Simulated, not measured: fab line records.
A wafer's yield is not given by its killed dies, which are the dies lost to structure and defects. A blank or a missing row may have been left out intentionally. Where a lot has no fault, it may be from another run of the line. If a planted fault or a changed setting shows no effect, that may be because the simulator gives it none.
Chamber matching / flow n5Finfet / N5_BEOL_M8_ETCH_72 on rieDiel-01 has 4 sister chambers
The step etches underlayer in N2/H2, target depth 6.5 nm, time 5.2 s. 4 wafers are shown with their chamber, then 7 later ones without.

== WAFERS WITH THEIR CHAMBER ==
wafer=L078.6; chamber=2; drypumpMotorCurrentA (A)=5.1
wafer=L088.1; chamber=3; drypumpMotorCurrentA (A)=5.1
wafer=L089.1; chamber=0; drypumpMotorCurrentA (A)=6.2
wafer=L089.2; chamber=1; drypumpMotorCurrentA (A)=5.8

== WAFERS WITH NO CHAMBER GIVEN ==
wafer=L089.6; drypumpMotorCurrentA (A)=5.1
wafer=L091.1; drypumpMotorCurrentA (A)=5.0
wafer=L091.4; drypumpMotorCurrentA (A)=6.3
wafer=L091.5; drypumpMotorCurrentA (A)=6.3
wafer=L097.1; drypumpMotorCurrentA (A)=6.3
wafer=L097.4; drypumpMotorCurrentA (A)=5.8
wafer=L097.6; drypumpMotorCurrentA (A)=6.3

== THE CHAMBER EACH PASSED THROUGH ==
wafer=L089.6; from the rows above=can't be placed: 2 or 3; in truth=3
wafer=L091.1; from the rows above=can't be placed: 2 or 3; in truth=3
wafer=L091.4; from the rows above=0; in truth=0
wafer=L091.5; from the rows above=0; in truth=0
wafer=L097.1; from the rows above=0; in truth=0
wafer=L097.4; from the rows above=1; in truth=1
wafer=L097.6; from the rows above=0; in truth=0
Placed correctly: 5 of 7. Can't be placed from these rows: 2 (the true chamber is among the candidates in 2). 0 placed wrongly.
How it was worked out, from the rows above alone: a wafer's distance from a chamber is the root of the sum, over the readings, of the square of ((its reading less the chamber's mean) divided by the reading's scatter). The wafer belongs to the nearest chamber; if the next one is less than 2 further off, it can't be placed. For every chamber, the mean is computed from those of its wafers that are shown. The scatter: root of mean squared gap, hidden wafer to nearest shown wafer, with one shown wafer a chamber.
